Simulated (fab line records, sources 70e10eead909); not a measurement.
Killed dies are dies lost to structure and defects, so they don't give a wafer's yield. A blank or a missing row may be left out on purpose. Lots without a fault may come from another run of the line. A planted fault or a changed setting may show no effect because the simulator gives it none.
Which tool did it? | flow nand_harc | 24 lots, 72 wafers sampled, at 5 steps of a route of 1159

WHAT THE GAUGES READ, wafer by wafer
NHARC_A_SOURCE_PLATE_INSPECT_08. Usual: raw_defect_count 57, standard deviation 25.
lot  | measured     | on                | raw_defect_count | flag
L075 | day 7 23:59  | defect_inspect-01 | 55 46 48         |
L074 | day 7 23:59  | defect_inspect-02 | 49 52 46         |
L076 | day 8 09:17  | defect_inspect-02 | 47 38 55         |
L078 | day 8 09:16  | defect_inspect-01 | 26 37 71         |
L077 | day 8 14:17  | defect_inspect-01 | 70 94 92         |
L079 | day 8 14:16  | defect_inspect-02 | 52 46 59         |
L080 | day 8 21:20  | defect_inspect-01 | 24 46 45         |
L081 | day 9 06:52  | defect_inspect-02 | 39 29 25         |
L082 | day 9 23:05  | defect_inspect-02 | 98 34 58         |
L083 | day 9 23:06  | defect_inspect-01 | 78 98 65         |
L084 | day 9 23:05  | defect_inspect-01 | 53 45 48         |
L088 | day 10 15:30 | defect_inspect-01 | 54 28 49         |
L087 | day 10 15:30 | defect_inspect-02 | 50 21 57         |
L086 | day 10 15:30 | defect_inspect-01 | 51 64 76         |
L085 | day 10 19:38 | defect_inspect-01 | 82 83 54         |
L089 | day 11 06:41 | defect_inspect-01 | 66 62 37         |
L090 | day 11 13:32 | defect_inspect-02 | 70 42 69         |
L091 | day 11 13:32 | defect_inspect-01 | 50 39 43         |
L093 | day 12 07:53 | defect_inspect-02 | 18 30 32         |
L092 | day 12 07:55 | defect_inspect-02 | 37 50 50         |
L094 | day 12 07:53 | defect_inspect-01 | 61 49 98         |
L096 | day 12 18:59 | defect_inspect-02 | 55 86 48         |
L095 | day 12 18:58 | defect_inspect-01 | 65 58 47         |
L097 | day 13 04:04 | defect_inspect-02 | 148 81 68        |

NHARC_A_CHANNEL_HOLE_D1_OVL_MEAS_11. Usual: overlay_x_nm 0.2 nm, standard deviation 0.79; overlay_y_nm 0.0 nm, standard deviation 0.89.
lot  | measured     | on         | overlay_x_nm (nm) | overlay_y_nm (nm) | flag
L075 | day 8 21:24  | overlay-02 | -1.0 -1.5 -1.3    | -1.2 -1.7 -1.4    |
L074 | day 8 19:49  | overlay-01 | 0.6 0.6 0.3       | -1.7 -1.2 -1.5    |
L076 | day 9 03:41  | overlay-01 | -0.3 -0.2 0.1     | 0.0 -0.4 -0.4     |
L078 | day 9 03:15  | overlay-02 | 0.3 0.3 -0.1      | -1.1 -0.9 -1.0    |
L077 | day 9 07:47  | overlay-02 | 0.3 -0.5 -0.4     | 1.0 0.7 1.3       |
L079 | day 9 07:29  | overlay-01 | 1.6 1.6 1.0       | 0.6 0.6 0.7       |
L080 | day 9 12:47  | overlay-01 | -0.2 -1.1 -0.8    | 0.0 0.1 -0.3      |
L081 | day 9 23:19  | overlay-02 | 0.0 0.0 0.2       | -0.7 -0.7 -0.1    |
L082 | day 10 16:25 | overlay-01 | 2.1 2.6 2.2       | 0.5 0.1 0.3       |
L083 | day 10 14:43 | overlay-01 | 0.9 0.7 -0.2      | -0.5 -0.5 0.6     |
L084 | day 10 16:37 | overlay-02 | 0.9 0.5 -0.1      | -0.6 0.3 0.1      |
L088 | day 11 09:34 | overlay-01 | 0.4 0.3 0.0       | -0.4 -0.8 -0.8    |
L087 | day 11 09:58 | overlay-02 | 0.9 1.5 1.3       | 1.7 1.3 1.6       |
L086 | day 11 11:41 | overlay-01 | 0.0 -0.1 0.3      | 1.3 1.6 1.6       |
L085 | day 11 12:03 | overlay-01 | 0.6 0.4 0.0       | -0.1 0.2 0.8      |
L089 | day 12 02:05 | overlay-02 | 0.4 -0.1 0.2      | 0.3 0.3 0.1       |
L090 | day 12 05:32 | overlay-01 | -0.7 -1.5 -1.1    | 0.6 -0.2 0.0      |
L091 | day 12 06:25 | overlay-01 | 0.4 -0.4 0.6      | -1.0 -1.1 -1.3    |
L093 | day 12 23:25 | overlay-02 | -0.9 -0.3 -0.4    | 1.2 0.8 0.8       |
L092 | day 12 23:49 | overlay-02 | 0.7 1.4 1.0       | -0.3 0.1 -0.1     |
L094 | day 12 23:35 | overlay-01 | 0.9 0.3 0.2       | -0.5 -1.0 -0.9    |
L096 | day 13 12:53 | overlay-01 | -0.7 -0.6 -0.8    | 0.8 0.4 0.6       |
L095 | day 13 11:23 | overlay-01 | 0.0 -0.1 0.2      | 0.0 -0.7 0.1      |
L097 | day 13 22:28 | overlay-02 | -0.5 -0.3 0.0     | -0.7 -0.3 0.0     |

WHICH TOOL RAN EACH LOT (tool, then ch and the chambers of the sampled wafers, then the start)
lot  | NHARC_P_BONDPAD_DEP_00                    | NHARC_P_BONDPAD_DESCUM_11          | NHARC_A_CHANNEL_HOLE_D1_DEP_00
L075 | pecvd-04 ch 0,2, day 6 19:36              | rie_diel-13 ch 0,2,3, day 6 21:02  | acl_dep-02 ch 0, day 8 18:46
L074 | pecvd-04 ch 0,1,2, day 6 21:43            | rie_diel-13 ch 2,3, day 6 23:07    | acl_dep-03 ch 0, day 8 17:22
L076 | pecvd-01 ch 0,1,2, day 7 06:28 or earlier | rie_diel-13 ch 0,1,2, day 7 06:28  | acl_dep-01 ch 0, day 9 01:15
L078 | pecvd-01 ch 0,1, day 7 08:50              | rie_diel-05 ch 1,3, day 7 10:17    | acl_dep-02 ch 0, day 9 00:30
L077 | pecvd-04 ch 0,1,2, day 7 09:26            | rie_diel-13 ch 2,3, day 7 10:40    | acl_dep-01 ch 0, day 9 05:41
L079 | pecvd-01 ch 0,1,2, day 7 15:16 or earlier | rie_diel-13 ch 0,1,3, day 7 15:16  | acl_dep-02 ch 0, day 9 05:33
L080 | pecvd-01 ch 0,1,2, day 7 19:26 or earlier | rie_diel-13 ch 0,2, day 7 19:26    | acl_dep-03 ch 0, day 9 10:27
L081 | pecvd-01 ch 0,2, day 8 03:41              | rie_diel-05 ch 1,2,3, day 8 04:56  | acl_dep-01 ch 0, day 9 20:58
L082 | pecvd-04 ch 0,1,2, day 8 15:07 or earlier | rie_diel-13 ch 1,2,3, day 8 15:07  | acl_dep-02 ch 0, day 10 13:40
L083 | pecvd-02 ch 0,1,2, day 8 18:30 or earlier | rie_diel-13 ch 1,3, day 8 18:30    | acl_dep-01 ch 0, day 10 11:58
L084 | pecvd-04 ch 0,1, day 8 20:11              | rie_diel-13 ch 1,2, day 8 21:32    | acl_dep-01 ch 0, day 10 13:53
L088 | pecvd-01 ch 1,2, day 9 10:45 or earlier   | rie_diel-02 ch 0,1,2, day 9 10:45  | acl_dep-01 ch 0, day 11 07:01
L087 | pecvd-02 ch 0,2, day 9 15:59 or earlier   | rie_diel-13 ch 0,1,3, day 9 15:59  | acl_dep-03 ch 0, day 11 07:14
L086 | pecvd-01 ch 0,1,2, day 9 16:26 or earlier | rie_diel-02 ch 0,1, day 9 16:26    | acl_dep-01 ch 0, day 11 08:52
L085 | pecvd-02 ch 0,1, day 9 16:10              | rie_diel-13 ch 0,3, day 9 17:37    | acl_dep-03 ch 0, day 11 09:19
L089 | pecvd-04 ch 0,2, day 10 02:32             | rie_diel-13 ch 1,2,3, day 10 03:56 | acl_dep-02 ch 0, day 12 00:06
L090 | pecvd-02 ch 0,1,2, day 10 09:55           | rie_diel-13 ch 0,1,3, day 10 11:16 | acl_dep-03 ch 0, day 12 02:49
L091 | pecvd-01 ch 0,2, day 10 11:10             | rie_diel-13 ch 0,1, day 10 12:34   | acl_dep-01 ch 0, day 12 03:31
L093 | pecvd-02 ch 0,1, day 11 01:22             | rie_diel-13 ch 0,1, day 11 02:43   | acl_dep-02 ch 0, day 12 21:28
L092 | pecvd-02 ch 0,1, day 11 06:14             | rie_diel-13 ch 0,1,2, day 11 07:38 | acl_dep-01 ch 0, day 12 21:05
L094 | pecvd-02 ch 0,1, day 11 07:00             | rie_diel-13 ch 0,2,3, day 11 08:28 | acl_dep-03 ch 0, day 12 20:51
L096 | pecvd-04 ch 1,2, day 11 15:22             | rie_diel-13 ch 1,3, day 11 16:46   | acl_dep-02 ch 0, day 13 10:16
L095 | pecvd-01 ch 0,1,2, day 11 15:30           | rie_diel-13 ch 0,1,3, day 11 16:52 | acl_dep-03 ch 0, day 13 09:23
L097 | pecvd-02 ch 0,1, day 11 22:09             | rie_diel-13 ch 0,1,2, day 11 23:36 | acl_dep-03 ch 0, day 13 19:44
- NHARC_P_BONDPAD_DEP_00: deposits SiCN, target thk 250 nm.
- NHARC_P_BONDPAD_DESCUM_11: chemistry O2, time 3 s.
- NHARC_A_CHANNEL_HOLE_D1_DEP_00: deposits aC, target thk 3100 nm.

WHAT THE TOOLS THEMSELVES READ (means of the sampled wafers that have a number; where no wafer has one, the mark that the record gives instead)
NHARC_P_BONDPAD_DEP_00. Usual: heater_power_outer_w 312 W, standard deviation 50; heater_power_w 568 W, standard deviation 78; rf_fwd_power_W 449.1 W, standard deviation 1.4.
lot  | tool     | heater_power_outer_w (W) | heater_power_w (W) | rf_fwd_power_W (W) | flag
L075 | pecvd-04 | 294                      | 524                | 448.9              |
L074 | pecvd-04 | 289                      | 539                | 449.6              |
L076 | pecvd-01 | 290                      | 540                | 449.7              |
L078 | pecvd-01 | 329                      | 588                | 449.3              |
L077 | pecvd-04 | 326                      | 579                | 448.0              |
L079 | pecvd-01 | 310                      | 563                | 448.9              |
L080 | pecvd-01 | 288                      | 531                | 448.6              |
L081 | pecvd-01 | 274                      | 527                | 447.4              |
L082 | pecvd-04 | 316                      | 577                | 448.2              |
L083 | pecvd-02 | 341                      | 614                | 450.2              |
L084 | pecvd-04 | 283                      | 535                | 448.0              |
L088 | pecvd-01 | 320                      | 575                | 450.0              |
L087 | pecvd-02 | 275                      | 521                | 450.4              |
L086 | pecvd-01 | 297                      | 546                | 449.4              |
L085 | pecvd-02 | 330                      | 609                | 448.9              |
L089 | pecvd-04 | 292                      | 514                | 449.3              |
L090 | pecvd-02 | 304                      | 561                | 449.6              |
L091 | pecvd-01 | 281                      | 539                | 449.1              |
L093 | pecvd-02 | 372                      | 655                | 448.0              |
L092 | pecvd-02 | 332                      | 617                | 448.3              |
L094 | pecvd-02 | 308                      | 579                | 450.4              |
L096 | pecvd-04 | 343                      | 625                | 450.1              |
L095 | pecvd-01 | 301                      | 550                | 449.3              |
L097 | pecvd-02 | 364                      | 669                | 449.7              |

NHARC_P_BONDPAD_DESCUM_11. Usual: drypump_motor_current_A 6.1 A, standard deviation 0.34; oes_product_au 1.005 a.u., standard deviation 0.0092; rf_vpp_V 57.7 V, standard deviation 0.9; showerhead_plenum_p_Torr 1.88 Torr, standard deviation 0.11; throttle_valve_pct 11.312 %, standard deviation 0.0094.
lot  | tool        | drypump_motor_current_A (A) | oes_product_au (a.u.) | rf_vpp_V (V) | showerhead_plenum_p_Torr (Torr) | throttle_valve_pct (%) | flag
L075 | rie_diel-13 | 6.1                         | 1.013                 | 57.1         | 1.82                            | 11.302                 |
L074 | rie_diel-13 | 6.3                         | 1.010                 | 58.0         | 1.82                            | 11.321                 |
L076 | rie_diel-13 | 6.2                         | 1.005                 | 56.8         | 1.88                            | 11.320                 |
L078 | rie_diel-05 | 5.2                         | 1.006                 | 57.6         | 1.87                            | 11.319                 |
L077 | rie_diel-13 | 6.1                         | 1.004                 | 57.2         | 1.85                            | 11.316                 |
L079 | rie_diel-13 | 6.0                         | 1.021                 | 58.0         | 1.90                            | 11.307                 |
L080 | rie_diel-13 | 6.3                         | 1.011                 | 57.1         | 1.79                            | 11.324                 |
L081 | rie_diel-05 | 5.7                         | 1.012                 | 57.8         | 1.94                            | 11.310                 |
L082 | rie_diel-13 | 6.2                         | 1.005                 | 58.2         | 1.91                            | 11.316                 |
L083 | rie_diel-13 | 6.1                         | 1.004                 | 57.9         | 2.00                            | 11.310                 |
L084 | rie_diel-13 | 6.4                         | 0.999                 | 57.2         | 1.88                            | 11.307                 |
L088 | rie_diel-02 | 5.9                         | 1.008                 | 57.0         | 1.89                            | 11.310                 |
L087 | rie_diel-13 | 6.0                         | 0.994                 | 58.2         | 1.90                            | 11.318                 |
L086 | rie_diel-02 | 5.9                         | 1.012                 | 58.3         | 1.93                            | 11.309                 |
L085 | rie_diel-13 | 5.9                         | 0.993                 | 57.1         | 1.81                            | 11.314                 |
L089 | rie_diel-13 | 6.2                         | 1.000                 | 58.6         | 1.91                            | 11.323                 |
L090 | rie_diel-13 | 6.0                         | 0.999                 | 58.0         | 1.90                            | 11.317                 |
L091 | rie_diel-13 | 6.1                         | 1.004                 | 56.9         | 1.87                            | 11.318                 |
L093 | rie_diel-13 | 6.1                         | 1.004                 | 58.1         | 1.96                            | 11.307                 |
L092 | rie_diel-13 | 6.3                         | 1.002                 | 57.8         | 1.87                            | 11.307                 |
L094 | rie_diel-13 | 6.1                         | 1.012                 | 58.1         | 1.81                            | 11.312                 |
L096 | rie_diel-13 | 6.1                         | 0.997                 | 57.4         | 1.99                            | 11.304                 |
L095 | rie_diel-13 | 6.0                         | 0.998                 | 57.3         | 1.90                            | 11.313                 |
L097 | rie_diel-13 | 6.2                         | 1.007                 | 58.2         | 1.87                            | 11.311                 |

NHARC_A_CHANNEL_HOLE_D1_DEP_00. Usual: throttle_valve_pct 35.001 %, standard deviation 0.0082.
lot  | tool       | throttle_valve_pct (%) | flag
L075 | acl_dep-02 | 35.003                 |
L074 | acl_dep-03 | 35.000                 |
L076 | acl_dep-01 | 34.997                 |
L078 | acl_dep-02 | 34.996                 |
L077 | acl_dep-01 | 34.998                 |
L079 | acl_dep-02 | 34.999                 |
L080 | acl_dep-03 | 34.994                 |
L081 | acl_dep-01 | 35.006                 |
L082 | acl_dep-02 | 34.990                 |
L083 | acl_dep-01 | 35.001                 |
L084 | acl_dep-01 | 35.011                 |
L088 | acl_dep-01 | 34.992                 |
L087 | acl_dep-03 | 35.003                 |
L086 | acl_dep-01 | 34.999                 |
L085 | acl_dep-03 | 35.001                 |
L089 | acl_dep-02 | 35.002                 |
L090 | acl_dep-03 | 35.002                 |
L091 | acl_dep-01 | 34.998                 |
L093 | acl_dep-02 | 34.999                 |
L092 | acl_dep-01 | 35.000                 |
L094 | acl_dep-03 | 35.000                 |
L096 | acl_dep-02 | 34.998                 |
L095 | acl_dep-03 | 35.003                 |
L097 | acl_dep-03 | 34.993                 |

THE ANSWER, worked out from the rows above alone
Rule: a lot is off if the mean of its wafers that have a number lies more than 3 standard deviations from the usual mean. A lot without any number at a reading at which 4 lots or more have one is off too. The other lots that the step has rows for count as sound. The gauges are gone through in route order, then the tools' own readings, and for those a lot's mean is taken as printed above. The first step at which some lot is off is used, and at that step the reading that is off furthest; a lot without a number counts as furthest.
No lot is off at any reading shown: from this, nothing can be told.

WHAT THE SIMULATOR HAD PUT IN
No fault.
